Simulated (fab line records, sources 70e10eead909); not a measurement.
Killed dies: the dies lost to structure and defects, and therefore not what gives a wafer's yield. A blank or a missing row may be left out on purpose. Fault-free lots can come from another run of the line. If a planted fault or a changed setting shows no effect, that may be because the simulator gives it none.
Which tool did it? :: flow nand-harc :: Sampling: 24 lots, 72 wafers, 6 of 1302 route steps

## WHAT THE GAUGES SHOWED, per wafer
NHARC_P_BONDPAD_THK_MEAS_33: measures by ellipsometry. Usual: thk-nm reads 200.0 nm (standard deviation 1.3).
lot: L074
measured: day 6 10:10
on: film-metro-02
thk-nm (nm): 201.7 201.0 200.2
flag: 

lot: L075
measured: day 7 01:29
on: film-metro-01
thk-nm (nm): 200.3 200.6 201.0
flag: 

lot: L077
measured: day 7 15:31
on: film-metro-01
thk-nm (nm): 199.7 199.3 199.9
flag: 

lot: L076
measured: day 7 16:52
on: film-metro-02
thk-nm (nm): 201.4 201.6 200.3
flag: 

lot: L078
measured: day 8 17:47
on: film-metro-01
thk-nm (nm): 200.5 198.5 199.2
flag: 

lot: L079
measured: day 8 18:55
on: film-metro-02
thk-nm (nm): 201.9 199.6 201.4
flag: 

lot: L080
measured: day 9 03:59
on: film-metro-02
thk-nm (nm): 201.9 200.7 202.6
flag: 

lot: L081
measured: day 9 10:41
on: film-metro-01
thk-nm (nm): 200.1 199.8 197.6
flag: 

lot: L083
measured: day 10 04:12
on: film-metro-02
thk-nm (nm): 197.8 198.9 201.3
flag: 

lot: L082
measured: day 10 05:04
on: film-metro-01
thk-nm (nm): 199.9 200.7 201.0
flag: 

lot: L084
measured: day 11 02:49
on: film-metro-02
thk-nm (nm): 198.8 201.4 200.9
flag: 

lot: L085
measured: day 11 06:23
on: film-metro-01
thk-nm (nm): 200.7 201.9 200.2
flag: 

lot: L086
measured: day 12 14:08
on: film-metro-01
thk-nm (nm): 198.8 200.3 197.4
flag: 

lot: L089
measured: day 12 15:17
on: film-metro-02
thk-nm (nm): 197.0 199.2 201.4
flag: 

lot: L088
measured: day 12 16:17
on: film-metro-02
thk-nm (nm): 199.6 199.7 198.6
flag: 

lot: L087
measured: day 12 23:22
on: film-metro-02
thk-nm (nm): 199.0 201.7 198.5
flag: 

lot: L090
measured: day 13 16:18
on: film-metro-02
thk-nm (nm): 200.4 200.7 200.5
flag: 

lot: L091
measured: day 13 18:19
on: film-metro-01
thk-nm (nm): 199.2 198.2 198.1
flag: 

lot: L092
measured: day 14 07:40
on: film-metro-01
thk-nm (nm): 197.4 197.3 198.5
flag: 

lot: L093
measured: day 14 19:21
on: film-metro-01
thk-nm (nm): 201.5 199.5 200.1
flag: 

lot: L094
measured: day 15 06:26
on: film-metro-01
thk-nm (nm): 199.7 201.3 201.3
flag: 

lot: L096
measured: day 15 14:29
on: film-metro-01
thk-nm (nm): 199.1 201.0 199.2
flag: 

lot: L095
measured: day 15 14:48
on: film-metro-02
thk-nm (nm): 197.3 197.8 198.4
flag: 

lot: L097
measured: day 16 02:01
on: film-metro-02
thk-nm (nm): 199.6 198.6 198.7
flag: 

NHARC_P_BONDPAD_OVL_MEAS_38. Usual: overlay-x-nm 0 nm, standard deviation 5.8; overlay-y-nm -1 nm, standard deviation 5.8.
lot: L074
measured: day 6 10:42
on: overlay-02
overlay-x-nm (nm): 1 0 0
overlay-y-nm (nm): 5 5 6
flag: 

lot: L075
measured: day 7 02:08
on: overlay-02
overlay-x-nm (nm): -5 -5 -5
overlay-y-nm (nm): -2 -3 -3
flag: 

lot: L077
measured: day 7 16:02
on: overlay-01
overlay-x-nm (nm): -3 -3 -3
overlay-y-nm (nm): -2 -2 -2
flag: 

lot: L076
measured: day 7 17:31
on: overlay-02
overlay-x-nm (nm): -7 -7 -6
overlay-y-nm (nm): -4 -4 -4
flag: 

lot: L078
measured: day 8 18:27
on: overlay-01
overlay-x-nm (nm): 17 17 17
overlay-y-nm (nm): -3 -2 -3
flag: 

lot: L079
measured: day 8 19:34
on: overlay-01
overlay-x-nm (nm): -7 -7 -7
overlay-y-nm (nm): -1 -1 -1
flag: 

lot: L080
measured: day 9 04:32
on: overlay-02
overlay-x-nm (nm): -2 -3 -3
overlay-y-nm (nm): 3 3 3
flag: 

lot: L081
measured: day 9 11:20
on: overlay-02
overlay-x-nm (nm): -6 -6 -6
overlay-y-nm (nm): -6 -5 -6
flag: 

lot: L083
measured: day 10 04:51
on: overlay-01
overlay-x-nm (nm): 1 1 0
overlay-y-nm (nm): -9 -10 -10
flag: 

lot: L082
measured: day 10 05:43
on: overlay-02
overlay-x-nm (nm): -4 -4 -4
overlay-y-nm (nm): -8 -8 -8
flag: 

lot: L084
measured: day 11 03:21
on: overlay-01
overlay-x-nm (nm): 10 10 11
overlay-y-nm (nm): -4 -4 -5
flag: 

lot: L085
measured: day 11 06:55
on: overlay-02
overlay-x-nm (nm): 3 3 3
overlay-y-nm (nm): 0 0 2
flag: 

lot: L086
measured: day 12 14:41
on: overlay-01
overlay-x-nm (nm): 12 12 12
overlay-y-nm (nm): 3 2 2
flag: 

lot: L089
measured: day 12 15:58
on: overlay-01
overlay-x-nm (nm): 0 -1 0
overlay-y-nm (nm): 9 10 9
flag: 

lot: L088
measured: day 12 16:58
on: overlay-01
overlay-x-nm (nm): -4 -4 -4
overlay-y-nm (nm): 11 11 12
flag: 

lot: L087
measured: day 12 23:55
on: overlay-02
overlay-x-nm (nm): -2 -1 -2
overlay-y-nm (nm): 2 2 2
flag: 

lot: L090
measured: day 13 16:57
on: overlay-02
overlay-x-nm (nm): -3 -2 -2
overlay-y-nm (nm): -6 -6 -6
flag: 

lot: L091
measured: day 13 18:58
on: overlay-02
overlay-x-nm (nm): 1 0 0
overlay-y-nm (nm): 1 1 1
flag: 

lot: L092
measured: day 14 08:19
on: overlay-02
overlay-x-nm (nm): 1 1 1
overlay-y-nm (nm): 6 6 6
flag: 

lot: L093
measured: day 14 20:01
on: overlay-02
overlay-x-nm (nm): -3 -3 -3
overlay-y-nm (nm): -2 -2 -2
flag: 

lot: L094
measured: day 15 07:05
on: overlay-02
overlay-x-nm (nm): 0 0 0
overlay-y-nm (nm): -13 -12 -12
flag: 

lot: L096
measured: day 15 15:09
on: overlay-02
overlay-x-nm (nm): -2 -2 -2
overlay-y-nm (nm): 7 7 6
flag: 

lot: L095
measured: day 15 15:27
on: overlay-02
overlay-x-nm (nm): -5 -5 -4
overlay-y-nm (nm): -4 -4 -4
flag: 

lot: L097
measured: day 16 02:40
on: overlay-02
overlay-x-nm (nm): 1 1 1
overlay-y-nm (nm): -2 -2 -2
flag: 

NHARC_A_ONON_D1_THK_MEAS_21: measures by ellipsometry. Usual: thk-nm reads 1002 nm (standard deviation 10).
lot: L074
measured: day 8 04:14
on: film-metro-01
thk-nm (nm): 998 998 999
flag: 

lot: L075
measured: day 9 02:26
on: film-metro-01
thk-nm (nm): 985 982 986
flag: 

lot: L077
measured: day 9 02:29
on: film-metro-02
thk-nm (nm): 1007 1005 1005
flag: 

lot: L076
measured: day 9 02:47
on: film-metro-01
thk-nm (nm): 989 990 991
flag: 

lot: L078
measured: day 10 06:41
on: film-metro-01
thk-nm (nm): 999 998 999
flag: 

lot: L079
measured: day 10 06:42
on: film-metro-02
thk-nm (nm): 991 992 993
flag: 

lot: L080
measured: day 10 20:25
on: film-metro-02
thk-nm (nm): 1003 1005 1003
flag: 

lot: L081
measured: day 11 03:06
on: film-metro-02
thk-nm (nm): 1012 1014 1015
flag: 

lot: L083
measured: day 11 17:46
on: film-metro-01
thk-nm (nm): 1021 1022 1022
flag: 

lot: L082
measured: day 11 17:46
on: film-metro-02
thk-nm (nm): 999 1000 1002
flag: 

lot: L084
measured: day 12 16:19
on: film-metro-01
thk-nm (nm): 1000 1000 1000
flag: 

lot: L085
measured: day 12 16:19
on: film-metro-02
thk-nm (nm): 1009 1008 1010
flag: 

lot: L086
measured: day 14 09:07
on: film-metro-02
thk-nm (nm): 983 983 984
flag: 

lot: L089
measured: day 14 09:07
on: film-metro-02
thk-nm (nm): 1011 1012 1012
flag: 

lot: L088
measured: day 14 09:07
on: film-metro-01
thk-nm (nm): 999 998 997
flag: 

lot: L087
measured: day 14 16:58
on: film-metro-02
thk-nm (nm): 1013 1013 1013
flag: 

lot: L090
measured: day 15 07:34
on: film-metro-02
thk-nm (nm): 998 998 997
flag: 

lot: L091
measured: day 15 07:34
on: film-metro-01
thk-nm (nm): 1008 1008 1009
flag: 

lot: L092
measured: day 16 02:18
on: film-metro-02
thk-nm (nm): 994 992 993
flag: 

lot: L093
measured: day 16 11:11
on: film-metro-01
thk-nm (nm): 1013 1011 1013
flag: 

lot: L094
measured: day 16 19:56
on: film-metro-01
thk-nm (nm): 989 991 989
flag: 

lot: L096
measured: day 17 08:54
on: film-metro-02
thk-nm (nm): 1012 1012 1013
flag: 

lot: L095
measured: day 17 08:50
on: film-metro-01
thk-nm (nm): 993 994 995
flag: 

lot: L097
measured: day 17 19:28
on: film-metro-01
thk-nm (nm): 1006 1007 1006
flag: 

## TOOL THAT RAN EACH LOT (tool first, then ch and the chambers of the sampled wafers, then the start)
lot: L074
NHARC_P_BONDPAD_CMP_32: cmp-02 ch 0,1,2, day 6 09:55
NHARC_P_BONDPAD_DESCUM_11: rie-diel-10 ch 0,2, day 6 10:49
NHARC_P_BONDPAD_PVD_27: pvd-sputter-02, day 8 04:14 or earlier

lot: L075
NHARC_P_BONDPAD_CMP_32: cmp-04 ch 1,2,3, day 7 01:13
NHARC_P_BONDPAD_DESCUM_11: rie-diel-10 ch 0,1, day 7 02:16
NHARC_P_BONDPAD_PVD_27: pvd-sputter-03, day 9 02:26 or earlier

lot: L077
NHARC_P_BONDPAD_CMP_32: cmp-03 ch 0,1,3, day 7 15:17
NHARC_P_BONDPAD_DESCUM_11: rie-diel-11 ch 1,3, day 7 16:10
NHARC_P_BONDPAD_PVD_27: pvd-sputter-01, day 9 02:29 or earlier

lot: L076
NHARC_P_BONDPAD_CMP_32: cmp-04 ch 0,2,3, day 7 16:38
NHARC_P_BONDPAD_DESCUM_11: rie-diel-02 ch 0,2,3, day 7 17:38
NHARC_P_BONDPAD_PVD_27: pvd-sputter-03, day 9 02:47 or earlier

lot: L078
NHARC_P_BONDPAD_CMP_32: cmp-03 ch 0,3, day 8 17:34
NHARC_P_BONDPAD_DESCUM_11: rie-diel-02 ch 1,2, day 8 18:34
NHARC_P_BONDPAD_PVD_27: pvd-sputter-02, day 10 06:41 or earlier

lot: L079
NHARC_P_BONDPAD_CMP_32: cmp-02 ch 0,1,3, day 8 18:41
NHARC_P_BONDPAD_DESCUM_11: rie-diel-02 ch 0,1, day 8 19:41
NHARC_P_BONDPAD_PVD_27: pvd-sputter-02, day 10 06:42 or earlier

lot: L080
NHARC_P_BONDPAD_CMP_32: cmp-02 ch 1,2, day 9 03:46
NHARC_P_BONDPAD_DESCUM_11: rie-diel-11 ch 1,3, day 9 04:39
NHARC_P_BONDPAD_PVD_27: pvd-sputter-01, day 10 20:25 or earlier

lot: L081
NHARC_P_BONDPAD_CMP_32: cmp-04 ch 0,3, day 9 10:28
NHARC_P_BONDPAD_DESCUM_11: rie-diel-11 ch 1,2,3, day 9 11:28
NHARC_P_BONDPAD_PVD_27: pvd-sputter-02, day 11 03:06 or earlier

lot: L083
NHARC_P_BONDPAD_CMP_32: cmp-03 ch 1,2, day 10 03:57
NHARC_P_BONDPAD_DESCUM_11: rie-diel-10 ch 0,2, day 10 04:58
NHARC_P_BONDPAD_PVD_27: pvd-sputter-03, day 11 17:46 or earlier

lot: L082
NHARC_P_BONDPAD_CMP_32: cmp-04 ch 2,3, day 10 04:49
NHARC_P_BONDPAD_DESCUM_11: rie-diel-10 ch 1,2,3, day 10 05:52
NHARC_P_BONDPAD_PVD_27: pvd-sputter-02, day 11 17:46 or earlier

lot: L084
NHARC_P_BONDPAD_CMP_32: cmp-02 ch 0,2,3, day 11 02:34
NHARC_P_BONDPAD_DESCUM_11: rie-diel-11 ch 0,1,3, day 11 03:28
NHARC_P_BONDPAD_PVD_27: pvd-sputter-03, day 12 16:19 or earlier

lot: L085
NHARC_P_BONDPAD_CMP_32: cmp-02 ch 0,1,3, day 11 06:08
NHARC_P_BONDPAD_DESCUM_11: rie-diel-02 ch 0,2,3, day 11 07:02
NHARC_P_BONDPAD_PVD_27: pvd-sputter-01, day 12 16:19 or earlier

lot: L086
NHARC_P_BONDPAD_CMP_32: cmp-03 ch 0,3, day 12 13:53
NHARC_P_BONDPAD_DESCUM_11: rie-diel-11 ch 0,2, day 12 14:49
NHARC_P_BONDPAD_PVD_27: pvd-sputter-02, day 14 09:07 or earlier

lot: L089
NHARC_P_BONDPAD_CMP_32: cmp-04 ch 1,2,3, day 12 15:07
NHARC_P_BONDPAD_DESCUM_11: rie-diel-10 ch 1,2, day 12 16:05
NHARC_P_BONDPAD_PVD_27: pvd-sputter-03, day 14 09:07 or earlier

lot: L088
NHARC_P_BONDPAD_CMP_32: cmp-03 ch 1,2,3, day 12 16:04
NHARC_P_BONDPAD_DESCUM_11: rie-diel-10 ch 0,2, day 12 17:05
NHARC_P_BONDPAD_PVD_27: pvd-sputter-03, day 14 09:07 or earlier

lot: L087
NHARC_P_BONDPAD_CMP_32: cmp-02 ch 0,1,3, day 12 23:07
NHARC_P_BONDPAD_DESCUM_11: rie-diel-11 ch 0,1,3, day 13 00:02
NHARC_P_BONDPAD_PVD_27: pvd-sputter-03, day 14 16:58 or earlier

lot: L090
NHARC_P_BONDPAD_CMP_32: cmp-04 ch 0,3, day 13 16:03
NHARC_P_BONDPAD_DESCUM_11: rie-diel-11 ch 1,2,3, day 13 17:05
NHARC_P_BONDPAD_PVD_27: pvd-sputter-03, day 15 07:34 or earlier

lot: L091
NHARC_P_BONDPAD_CMP_32: cmp-04 ch 1,2,3, day 13 18:08
NHARC_P_BONDPAD_DESCUM_11: rie-diel-02 ch 0,1,3, day 13 19:07
NHARC_P_BONDPAD_PVD_27: pvd-sputter-02, day 15 07:34 or earlier

lot: L092
NHARC_P_BONDPAD_CMP_32: cmp-02 ch 0,2,3, day 14 07:28
NHARC_P_BONDPAD_DESCUM_11: rie-diel-11 ch 0,1,3, day 14 08:28
NHARC_P_BONDPAD_PVD_27: pvd-sputter-02, day 16 02:18 or earlier

lot: L093
NHARC_P_BONDPAD_CMP_32: cmp-03 ch 0,2,3, day 14 19:06
NHARC_P_BONDPAD_DESCUM_11: rie-diel-10 ch 0,1,2, day 14 20:08
NHARC_P_BONDPAD_PVD_27: pvd-sputter-01, day 16 11:11 or earlier

lot: L094
NHARC_P_BONDPAD_CMP_32: cmp-04 ch 0,1,2, day 15 06:11
NHARC_P_BONDPAD_DESCUM_11: rie-diel-02 ch 0,2,3, day 15 07:13
NHARC_P_BONDPAD_PVD_27: pvd-sputter-02, day 16 19:56 or earlier

lot: L096
NHARC_P_BONDPAD_CMP_32: cmp-03 ch 0,1,3, day 15 14:17
NHARC_P_BONDPAD_DESCUM_11: rie-diel-10 ch 0,2, day 15 15:16
NHARC_P_BONDPAD_PVD_27: pvd-sputter-01, day 17 08:54 or earlier

lot: L095
NHARC_P_BONDPAD_CMP_32: cmp-03 ch 0,2, day 15 14:34
NHARC_P_BONDPAD_DESCUM_11: rie-diel-02 ch 0,2, day 15 15:35
NHARC_P_BONDPAD_PVD_27: pvd-sputter-02, day 17 08:50 or earlier

lot: L097
NHARC_P_BONDPAD_CMP_32: cmp-04 ch 2,3, day 16 01:46
NHARC_P_BONDPAD_DESCUM_11: rie-diel-02 ch 0,2,3, day 16 02:49
NHARC_P_BONDPAD_PVD_27: pvd-sputter-02, day 17 19:28 or earlier
- NHARC_P_BONDPAD_CMP_32: polishes SiCN, target thk 200 nm.
- NHARC_P_BONDPAD_DESCUM_11: chemistry O2, time 3 s.
- NHARC_P_BONDPAD_PVD_27: deposits Cu, target thk 30 nm, time 20.49 s.

## AS READ BY THE TOOLS THEMSELVES (means over the sampled wafers that have a number; for cases with no such wafer, the mark the record gives instead)
NHARC_P_BONDPAD_CMP_32. Usual: motor-current-A reads 12.4 A (standard deviation 1.3).
lot: L074
tool: cmp-02
motor-current-A (A): 11.7
flag: 

lot: L075
tool: cmp-04
motor-current-A (A): 13.2
flag: 

lot: L077
tool: cmp-03
motor-current-A (A): 11.7
flag: 

lot: L076
tool: cmp-04
motor-current-A (A): 13.9
flag: 

lot: L078
tool: cmp-03
motor-current-A (A): 11.5
flag: 

lot: L079
tool: cmp-02
motor-current-A (A): 11.2
flag: 

lot: L080
tool: cmp-02
motor-current-A (A): 12.6
flag: 

lot: L081
tool: cmp-04
motor-current-A (A): 14.9
flag: 

lot: L083
tool: cmp-03
motor-current-A (A): 11.8
flag: 

lot: L082
tool: cmp-04
motor-current-A (A): 13.5
flag: 

lot: L084
tool: cmp-02
motor-current-A (A): 11.9
flag: 

lot: L085
tool: cmp-02
motor-current-A (A): 11.5
flag: 

lot: L086
tool: cmp-03
motor-current-A (A): 11.2
flag: 

lot: L089
tool: cmp-04
motor-current-A (A): 12.7
flag: 

lot: L088
tool: cmp-03
motor-current-A (A): 12.7
flag: 

lot: L087
tool: cmp-02
motor-current-A (A): 11.5
flag: 

lot: L090
tool: cmp-04
motor-current-A (A): 15.0
flag: 

lot: L091
tool: cmp-04
motor-current-A (A): 13.0
flag: 

lot: L092
tool: cmp-02
motor-current-A (A): 11.6
flag: 

lot: L093
tool: cmp-03
motor-current-A (A): 11.7
flag: 

lot: L094
tool: cmp-04
motor-current-A (A): 13.2
flag: 

lot: L096
tool: cmp-03
motor-current-A (A): 11.4
flag: 

lot: L095
tool: cmp-03
motor-current-A (A): 11.0
flag: 

lot: L097
tool: cmp-04
motor-current-A (A): 13.3
flag: 

NHARC_P_BONDPAD_DESCUM_11. Usual: drypump-motor-current-A 5.7 A, standard deviation 0.47; o2-flow-sccm 200.1 sccm, standard deviation 0.65; oes-product-au 1.000 a.u., standard deviation 0.0074; rf-vpp-V 57.9 V, standard deviation 0.86; showerhead-plenum-p-Torr 1.92 Torr, standard deviation 0.088; throttle-valve-pct 11.312 %, standard deviation 0.0095.
lot: L074
tool: rie-diel-10
drypump-motor-current-A (A): 6.0
o2-flow-sccm (sccm): 200.9
oes-product-au (a.u.): 0.998
rf-vpp-V (V): 57.9
showerhead-plenum-p-Torr (Torr): 1.96
throttle-valve-pct (%): 11.306
flag: 

lot: L075
tool: rie-diel-10
drypump-motor-current-A (A): 5.9
o2-flow-sccm (sccm): 200.6
oes-product-au (a.u.): 0.999
rf-vpp-V (V): 58.9
showerhead-plenum-p-Torr (Torr): 2.01
throttle-valve-pct (%): 11.315
flag: 

lot: L077
tool: rie-diel-11
drypump-motor-current-A (A): 5.1
o2-flow-sccm (sccm): 200.4
oes-product-au (a.u.): 1.003
rf-vpp-V (V): 58.4
showerhead-plenum-p-Torr (Torr): 1.94
throttle-valve-pct (%): 11.298
flag: 

lot: L076
tool: rie-diel-02
drypump-motor-current-A (A): 5.6
o2-flow-sccm (sccm): 200.1
oes-product-au (a.u.): 0.999
rf-vpp-V (V): 58.0
showerhead-plenum-p-Torr (Torr): 1.91
throttle-valve-pct (%): 11.311
flag: 

lot: L078
tool: rie-diel-02
drypump-motor-current-A (A): 5.7
o2-flow-sccm (sccm): 200.5
oes-product-au (a.u.): 0.996
rf-vpp-V (V): 57.4
showerhead-plenum-p-Torr (Torr): 1.79
throttle-valve-pct (%): 11.313
flag: 

lot: L079
tool: rie-diel-02
drypump-motor-current-A (A): 5.8
o2-flow-sccm (sccm): 200.3
oes-product-au (a.u.): 1.004
rf-vpp-V (V): 57.7
showerhead-plenum-p-Torr (Torr): 1.85
throttle-valve-pct (%): 11.308
flag: 

lot: L080
tool: rie-diel-11
drypump-motor-current-A (A): 5.2
o2-flow-sccm (sccm): 200.5
oes-product-au (a.u.): 1.001
rf-vpp-V (V): 58.3
showerhead-plenum-p-Torr (Torr): 1.88
throttle-valve-pct (%): 11.317
flag: 

lot: L081
tool: rie-diel-11
drypump-motor-current-A (A): 5.5
o2-flow-sccm (sccm): 200.2
oes-product-au (a.u.): 1.006
rf-vpp-V (V): 57.6
showerhead-plenum-p-Torr (Torr): 1.93
throttle-valve-pct (%): 11.310
flag: 

lot: L083
tool: rie-diel-10
drypump-motor-current-A (A): 5.8
o2-flow-sccm (sccm): 200.2
oes-product-au (a.u.): 1.003
rf-vpp-V (V): 58.2
showerhead-plenum-p-Torr (Torr): 1.89
throttle-valve-pct (%): 11.314
flag: 

lot: L082
tool: rie-diel-10
drypump-motor-current-A (A): 5.7
o2-flow-sccm (sccm): 199.9
oes-product-au (a.u.): 1.000
rf-vpp-V (V): 57.9
showerhead-plenum-p-Torr (Torr): 1.92
throttle-valve-pct (%): 11.311
flag: 

lot: L084
tool: rie-diel-11
drypump-motor-current-A (A): 5.6
o2-flow-sccm (sccm): 200.3
oes-product-au (a.u.): 0.993
rf-vpp-V (V): 57.8
showerhead-plenum-p-Torr (Torr): 1.90
throttle-valve-pct (%): 11.312
flag: 

lot: L085
tool: rie-diel-02
drypump-motor-current-A (A): 5.6
o2-flow-sccm (sccm): 200.3
oes-product-au (a.u.): 0.999
rf-vpp-V (V): 58.6
showerhead-plenum-p-Torr (Torr): 1.91
throttle-valve-pct (%): 11.306
flag: 

lot: L086
tool: rie-diel-11
drypump-motor-current-A (A): 6.5
o2-flow-sccm (sccm): 199.7
oes-product-au (a.u.): 1.003
rf-vpp-V (V): 57.2
showerhead-plenum-p-Torr (Torr): 1.91
throttle-valve-pct (%): 11.312
flag: 

lot: L089
tool: rie-diel-10
drypump-motor-current-A (A): 5.5
o2-flow-sccm (sccm): 200.4
oes-product-au (a.u.): 0.989
rf-vpp-V (V): 57.9
showerhead-plenum-p-Torr (Torr): 1.92
throttle-valve-pct (%): 11.310
flag: 

lot: L088
tool: rie-diel-10
drypump-motor-current-A (A): 5.8
o2-flow-sccm (sccm): 199.1
oes-product-au (a.u.): 0.998
rf-vpp-V (V): 58.1
showerhead-plenum-p-Torr (Torr): 1.88
throttle-valve-pct (%): 11.315
flag: 

lot: L087
tool: rie-diel-11
drypump-motor-current-A (A): 5.6
o2-flow-sccm (sccm): 199.7
oes-product-au (a.u.): 0.998
rf-vpp-V (V): 58.2
showerhead-plenum-p-Torr (Torr): 1.90
throttle-valve-pct (%): 11.314
flag: 

lot: L090
tool: rie-diel-11
drypump-motor-current-A (A): 5.5
o2-flow-sccm (sccm): 199.5
oes-product-au (a.u.): 1.007
rf-vpp-V (V): 57.4
showerhead-plenum-p-Torr (Torr): 1.93
throttle-valve-pct (%): 11.307
flag: 

lot: L091
tool: rie-diel-02
drypump-motor-current-A (A): 5.8
o2-flow-sccm (sccm): 200.4
oes-product-au (a.u.): 1.010
rf-vpp-V (V): 58.5
showerhead-plenum-p-Torr (Torr): 1.91
throttle-valve-pct (%): 11.320
flag: 

lot: L092
tool: rie-diel-11
drypump-motor-current-A (A): 5.6
o2-flow-sccm (sccm): 200.2
oes-product-au (a.u.): 0.992
rf-vpp-V (V): 58.2
showerhead-plenum-p-Torr (Torr): 1.90
throttle-valve-pct (%): 11.315
flag: 

lot: L093
tool: rie-diel-10
drypump-motor-current-A (A): 5.7
o2-flow-sccm (sccm): 200.1
oes-product-au (a.u.): 0.998
rf-vpp-V (V): 58.0
showerhead-plenum-p-Torr (Torr): 1.94
throttle-valve-pct (%): 11.309
flag: 

lot: L094
tool: rie-diel-02
drypump-motor-current-A (A): 5.6
o2-flow-sccm (sccm): 199.9
oes-product-au (a.u.): 1.002
rf-vpp-V (V): 57.6
showerhead-plenum-p-Torr (Torr): 1.91
throttle-valve-pct (%): 11.314
flag: 

lot: L096
tool: rie-diel-10
drypump-motor-current-A (A): 5.8
o2-flow-sccm (sccm): 200.6
oes-product-au (a.u.): 0.999
rf-vpp-V (V): 57.9
showerhead-plenum-p-Torr (Torr): 1.88
throttle-valve-pct (%): 11.322
flag: 

lot: L095
tool: rie-diel-02
drypump-motor-current-A (A): 5.4
o2-flow-sccm (sccm): 199.7
oes-product-au (a.u.): 1.005
rf-vpp-V (V): 57.2
showerhead-plenum-p-Torr (Torr): 1.85
throttle-valve-pct (%): 11.313
flag: 

lot: L097
tool: rie-diel-02
drypump-motor-current-A (A): 5.5
o2-flow-sccm (sccm): 200.7
oes-product-au (a.u.): 1.012
rf-vpp-V (V): 57.8
showerhead-plenum-p-Torr (Torr): 1.91
throttle-valve-pct (%): 11.315
flag: 

NHARC_P_BONDPAD_PVD_27. Usual: throttle-valve-pct reads 30.2 % (standard deviation 0.78).
lot: L074
tool: pvd-sputter-02
throttle-valve-pct (%): 29.7
flag: 

lot: L075
tool: pvd-sputter-03
throttle-valve-pct (%): 29.9
flag: 

lot: L077
tool: pvd-sputter-01
throttle-valve-pct (%): 30.9
flag: 

lot: L076
tool: pvd-sputter-03
throttle-valve-pct (%): 30.3
flag: 

lot: L078
tool: pvd-sputter-02
throttle-valve-pct (%): 29.3
flag: 

lot: L079
tool: pvd-sputter-02
throttle-valve-pct (%): 29.9
flag: 

lot: L080
tool: pvd-sputter-01
throttle-valve-pct (%): 31.6
flag: 

lot: L081
tool: pvd-sputter-02
throttle-valve-pct (%): 29.8
flag: 

lot: L083
tool: pvd-sputter-03
throttle-valve-pct (%): 30.5
flag: 

lot: L082
tool: pvd-sputter-02
throttle-valve-pct (%): 29.9
flag: 

lot: L084
tool: pvd-sputter-03
throttle-valve-pct (%): 30.4
flag: 

lot: L085
tool: pvd-sputter-01
throttle-valve-pct (%): 30.5
flag: 

lot: L086
tool: pvd-sputter-02
throttle-valve-pct (%): 29.6
flag: 

lot: L089
tool: pvd-sputter-03
throttle-valve-pct (%): 30.3
flag: 

lot: L088
tool: pvd-sputter-03
throttle-valve-pct (%): 30.1
flag: 

lot: L087
tool: pvd-sputter-03
throttle-valve-pct (%): 30.3
flag: 

lot: L090
tool: pvd-sputter-03
throttle-valve-pct (%): 30.7
flag: 

lot: L091
tool: pvd-sputter-02
throttle-valve-pct (%): 29.7
flag: 

lot: L092
tool: pvd-sputter-02
throttle-valve-pct (%): 30.4
flag: 

lot: L093
tool: pvd-sputter-01
throttle-valve-pct (%): 29.9
flag: 

lot: L094
tool: pvd-sputter-02
throttle-valve-pct (%): 30.0
flag: 

lot: L096
tool: pvd-sputter-01
throttle-valve-pct (%): 30.7
flag: 

lot: L095
tool: pvd-sputter-02
throttle-valve-pct (%): 30.6
flag: 

lot: L097
tool: pvd-sputter-02
throttle-valve-pct (%): 29.9
flag: 

## THE ANSWER, worked out from the rows above alone
Rule: take the mean of a lot's wafers that have a number; if it is more than 3 standard deviations from the usual mean, the lot is off. Also off: a lot with no number at a reading for which 4 or more lots have one. All remaining lots with rows at the step are treated as sound. Order of review: gauges by route order, followed by the tools' own readings, for which a lot's mean as printed above is used. The first step at which some lot is off is used, and at that step the reading that is off furthest; a lot without a number counts as furthest.
Nothing can be told from this: no lot is off at any reading shown.

## WHAT THE SIMULATOR PUT IN
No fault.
